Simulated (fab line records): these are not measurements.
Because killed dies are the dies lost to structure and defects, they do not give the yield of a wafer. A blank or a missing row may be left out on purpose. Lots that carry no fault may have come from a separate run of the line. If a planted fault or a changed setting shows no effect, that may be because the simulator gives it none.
Which tool did it? | flow n5Finfet | 11 lots with 32 wafers sampled at 5 steps, on a route of 1938 steps

WHAT EACH GAUGE READ, for each wafer
No reading from a measuring or inspecting step in the record can be judged against a usual standard deviation.

WHICH TOOL RAN EACH LOT (tool, then ch and the chambers of the sampled wafers, then the start)
lot  | N5_BEOL_M10_CURE_71          | N5_BEOL_M10_DESCUM_16             | N5_BEOL_M10_STRIP_67              | N5_BEOL_M10_COAT_63              | N5_PASSIVATION_PROBE_49
L576 | uvCure-02 ch 0, day 10 06:04 | rieDiel-03 ch 0,2,3, day 10 07:27 | rieDiel-03 ch 0,2,3, day 10 07:41 | lithoTrack-03 ch 0, day 10 08:13 | -
L577 | uvCure-02 ch 2, day 10 12:01 | rieDiel-02 ch 0,2,3, day 10 14:08 | rieDiel-02 ch 0,2,3, day 10 14:22 | lithoTrack-05 ch 0, day 10 15:37 | -
L580 | uvCure-03 ch 1, day 12 01:38 | rieDiel-02 ch 0,1, day 12 03:29   | rieDiel-02 ch 0,1, day 12 03:43   | lithoTrack-05 ch 0, day 12 04:11 | -
L582 | uvCure-02 ch 1, day 12 11:05 | rieDiel-06 ch 0,1,3, day 12 12:05 | rieDiel-06 ch 0,1,3, day 12 12:19 | lithoTrack-05 ch 0, day 12 12:43 | prober-02, day 14 17:22
L583 | uvCure-03 ch 1, day 12 11:26 | rieDiel-03 ch 0,3, day 12 13:07   | rieDiel-03 ch 0,3, day 12 13:21   | lithoTrack-05 ch 0, day 12 13:45 | prober-02, day 15 07:09
L585 | uvCure-02 ch 1, day 13 00:25 | rieDiel-03 ch 0,1,3, day 13 02:16 | rieDiel-03 ch 0,1,3, day 13 02:30 | lithoTrack-05 ch 0, day 13 03:57 | -
L594 | uvCure-03 ch 1, day 14 22:43 | rieDiel-02 ch 0,1,2, day 15 00:16 | rieDiel-02 ch 0,1,2, day 15 00:30 | lithoTrack-03 ch 0, day 15 02:14 | -
L595 | uvCure-02 ch 0, day 15 07:49 | rieDiel-03 ch 0,1,3, day 15 09:50 | rieDiel-03 ch 0,1,3, day 15 10:04 | lithoTrack-03 ch 0, day 15 13:03 | -
L596 | uvCure-03 ch 1, day 15 16:14 | rieDiel-06 ch 1,2,3, day 15 19:16 | rieDiel-06 ch 1,2,3, day 15 19:30 | lithoTrack-01 ch 0, day 15 22:10 | -
L599 | uvCure-01 ch 2, day 16 02:07 | rieDiel-02 ch 1,2,3, day 16 05:29 | rieDiel-02 ch 1,2,3, day 16 05:44 | lithoTrack-05 ch 0, day 16 07:30 | -
L598 | uvCure-02 ch 1, day 16 06:40 | rieDiel-03 ch 0,2,3, day 16 10:23 | rieDiel-03 ch 0,2,3, day 16 10:37 | lithoTrack-05 ch 0, day 16 10:59 | -
- N5_BEOL_M10_CURE_71: cures SiCOH lowk, time 240 s.
- N5_BEOL_M10_DESCUM_16: chemistry O2, time 7.9 s.
- N5_BEOL_M10_STRIP_67: strips in CF4.
- N5_BEOL_M10_COAT_63: time 60 s, resist thk 100 nm.
- N5_PASSIVATION_PROBE_49

WHAT THE TOOLS THEMSELVES READ (means of the sampled wafers that have a number; where no wafer has one, the mark that the record gives instead)
N5_BEOL_M10_CURE_71. Usual: lampPowerPct 52.32 %, standard deviation 0.06; wafer_temp_C_max 386.6, standard deviation 0.6.
lot  | tool      | lampPowerPct (%) | wafer_temp_C_max | flag
L576 | uvCure-02 | 52.32            | 387.8            | 
L577 | uvCure-02 | 52.31            | 387.2            | 
L580 | uvCure-03 | 52.33            | 386.4            | 
L582 | uvCure-02 | 52.36            | 385.9            | 
L583 | uvCure-03 | 52.32            | 386.5            | 
L585 | uvCure-02 | 52.37            | 386.3            | 
L594 | uvCure-03 | 52.30            | 386.7            | 
L595 | uvCure-02 | 52.31            | 387.3            | 
L596 | uvCure-03 | 52.35            | 387.5            | 
L599 | uvCure-01 | 52.27            | 386.5            | 
L598 | uvCure-02 | 52.30            | 386.2            | 

N5_BEOL_M10_DESCUM_16. Usual: drypumpMotorCurrentA 5.6 A, standard deviation 0.49; oesProductAu 0.78 a.u., standard deviation 0.052; rfVppV 242.9 V, standard deviation 1.3; showerheadPlenumPTorr 2.08 Torr, standard deviation 0.066; throttleValvePct 20.41 %, standard deviation 0.25.
lot  | tool       | drypumpMotorCurrentA (A) | oesProductAu (a.u.) | rfVppV (V) | showerheadPlenumPTorr (Torr) | throttleValvePct (%) | flag
L576 | rieDiel-03 | 5.7                      | 0.81                | 242.9      | 2.14                         | 20.06                | 
L577 | rieDiel-02 | 5.3                      | 0.79                | 243.4      | 2.10                         | 20.59                | 
L580 | rieDiel-02 | 5.2                      | 0.76                | 242.2      | 2.04                         | 20.48                | 
L582 | rieDiel-06 | 5.9                      | 0.76                | 242.0      | 2.05                         | 20.64                | 
L583 | rieDiel-03 | 5.6                      | 0.77                | 244.1      | 2.16                         | 20.07                | 
L585 | rieDiel-03 | 5.9                      | 0.79                | 243.9      | 2.14                         | 20.15                | 
L594 | rieDiel-02 | 5.2                      | 0.76                | 242.9      | 2.03                         | 20.57                | 
L595 | rieDiel-03 | 5.8                      | 0.77                | 243.7      | 2.13                         | 20.18                | 
L596 | rieDiel-06 | 5.6                      | 0.73                | 243.1      | 2.04                         | 20.64                | 
L599 | rieDiel-02 | 5.2                      | 0.76                | 242.8      | 2.07                         | 20.63                | 
L598 | rieDiel-03 | 5.7                      | 0.76                | 243.4      | 2.12                         | 20.14                | 

N5_BEOL_M10_STRIP_67. Usual: drypumpMotorCurrentA 5.6 A, standard deviation 0.49; oesProductAu 0.78 a.u., standard deviation 0.05; rfVppV 270.9 V, standard deviation 1.4; showerheadPlenumPTorr 1.79 Torr, standard deviation 0.05; throttleValvePct 13.57 %, standard deviation 0.23.
lot  | tool       | drypumpMotorCurrentA (A) | oesProductAu (a.u.) | rfVppV (V) | showerheadPlenumPTorr (Torr) | throttleValvePct (%) | flag
L576 | rieDiel-03 | 5.7                      | 0.80                | 272.6      | 1.83                         | 13.23                | 
L577 | rieDiel-02 | 5.3                      | 0.79                | 271.9      | 1.80                         | 13.73                | 
L580 | rieDiel-02 | 5.2                      | 0.76                | 270.0      | 1.77                         | 13.74                | 
L582 | rieDiel-06 | 5.9                      | 0.77                | 269.4      | 1.75                         | 13.70                | 
L583 | rieDiel-03 | 5.7                      | 0.78                | 272.6      | 1.84                         | 13.24                | 
L585 | rieDiel-03 | 5.9                      | 0.79                | 271.7      | 1.83                         | 13.34                | 
L594 | rieDiel-02 | 5.2                      | 0.77                | 269.6      | 1.76                         | 13.75                | 
L595 | rieDiel-03 | 5.8                      | 0.77                | 271.9      | 1.82                         | 13.38                | 
L596 | rieDiel-06 | 5.6                      | 0.74                | 269.5      | 1.74                         | 13.78                | 
L599 | rieDiel-02 | 5.2                      | 0.77                | 270.1      | 1.77                         | 13.74                | 
L598 | rieDiel-03 | 5.7                      | 0.75                | 271.1      | 1.82                         | 13.36                | 

N5_BEOL_M10_COAT_63. Usual: 1500.0 rpm for spinSpeedRpm, sd 1.1.
lot  | tool          | spinSpeedRpm (rpm) | flag
L576 | lithoTrack-03 | 1499.8             | 
L577 | lithoTrack-05 | 1500.6             | 
L580 | lithoTrack-05 | 1500.4             | 
L582 | lithoTrack-05 | 1499.9             | 
L583 | lithoTrack-05 | 1570.6             | OFF
L585 | lithoTrack-05 | 1569.3             | OFF
L594 | lithoTrack-03 | 1500.1             | 
L595 | lithoTrack-03 | 1499.6             | 
L596 | lithoTrack-01 | 1499.3             | 
L599 | lithoTrack-05 | 1501.3             | 
L598 | lithoTrack-05 | 1500.7             | 

N5_PASSIVATION_PROBE_49. Usual: defectLimitedYield 91.0 %, standard deviation 1.5; killed_at_M0_to_M3 33, standard deviation 9.4; killed_at_M4_up 14, standard deviation 4.8; killedAtContacts 13, standard deviation 7.3; killedAtFrontEnd 43, standard deviation 13; killedAtOther 3.6, standard deviation 2.9; killedDies 106, standard deviation 18; killedOpen 69, standard deviation 13; killedShort 35, standard deviation 8.2; sort_bin_5_function 5.3 %, standard deviation 1; sort_bin_6_memory 3.3 %, standard deviation 0.68; sort_bin_8_speed 0.01 %, standard deviation 0.027; sortNPass 1074, standard deviation 18; sortYieldPct 91.0 %, standard deviation 1.5.
lot  | tool      | defectLimitedYield (%) | killed_at_M0_to_M3 | killed_at_M4_up | killedAtContacts | killedAtFrontEnd | killedAtOther | killedDies | killedOpen | killedShort | sort_bin_5_function (%) | sort_bin_6_memory (%) | sort_bin_8_speed (%) | sortNPass | sortYieldPct (%) | flag
L582 | prober-02 | 91.8                   | 22                 | 16              | 11               | 44               | 5.7           | 97         | 66         | 29          | 4.7                     | 3.2                   | 0.00                 | 1083      | 91.8             | 
L583 | prober-02 | 91.2                   | 35                 | 5               | 19               | 40               | 5.7           | 104        | 58         | 43          | 5.0                     | 3.1                   | 0.00                 | 1076      | 91.2             | 

THE ANSWER, worked out from the rows above alone
Rule: a lot counts as off when the mean over its wafers that have a number is more than 3 standard deviations away from the usual mean. A lot without any number at a reading at which 4 lots or more have one is off too. Any other lot the step has rows for is counted as sound. First the gauges in route order, then the tools' own readings, where a lot's mean is used as printed above. The first step at which some lot is off is used, and at that step the reading that is off furthest; a lot without a number counts as furthest.
Off, at N5_BEOL_M10_COAT_63 on spinSpeedRpm: L583, L585.
If a tool, at that step or one of the process steps before it, ran each lot that is off and ran no sound lot following the first of them, it fits. None of those tried fits.

WHAT THE SIMULATOR HAD PUT IN
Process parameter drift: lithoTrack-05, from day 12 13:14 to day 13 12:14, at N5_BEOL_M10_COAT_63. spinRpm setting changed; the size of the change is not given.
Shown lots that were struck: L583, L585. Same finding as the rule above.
